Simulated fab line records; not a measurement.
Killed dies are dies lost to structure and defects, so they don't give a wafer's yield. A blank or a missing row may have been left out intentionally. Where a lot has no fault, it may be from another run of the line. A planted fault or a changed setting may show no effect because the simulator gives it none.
Chamber matching -- flow nand-harc -- NHARC_A_M0_DEP_32 on pecvd-02 has 3 sister chambers
The step deposits SiCN, target thk 30 nm. 6 wafers are shown with their chamber, then 8 later ones without.

== EACH WAFER AND ITS CHAMBER ==
wafer,chamber,heater-power-w (W)
L077.6,2,476
L075.5,2,514
L082.1,1,540
L082.4,1,542
L082.5,0,716
L085.1,0,701

== WAFERS WHOSE CHAMBER IS MISSING ==
wafer,heater-power-w (W)
L085.3,707
L085.6,553
L087.1,615
L087.5,706
L087.6,601
L092.2,450
L092.3,624
L092.4,682

== THE CHAMBER EACH PASSED THROUGH ==
wafer,from the rows above,in truth
L085.3,0,0
L085.6,1,1
L087.1,can't be placed: 1 or 0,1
L087.5,0,0
L087.6,1,1
L092.2,2,2
L092.3,can't be placed: 1 or 0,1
L092.4,0,0
Placed correctly: 6 of 8. Unplaceable from these rows: 2, with the true chamber sitting among the candidates in 2. Placed wrongly: 0.
How it was worked out, from the rows above alone: a wafer's distance from a chamber is the root of the sum, over the readings, of the square of ((its reading less the chamber's mean) divided by the reading's scatter). If the next closest chamber is less than 2 further off than the closest, the wafer can't be placed; otherwise it belongs to the closest. The mean given for a chamber averages the wafers shown for that chamber. How the scatter is found: for the shown wafers, subtract from each reading the mean of its chamber, square and add these, divide the total by (wafers less chambers), then take the root.
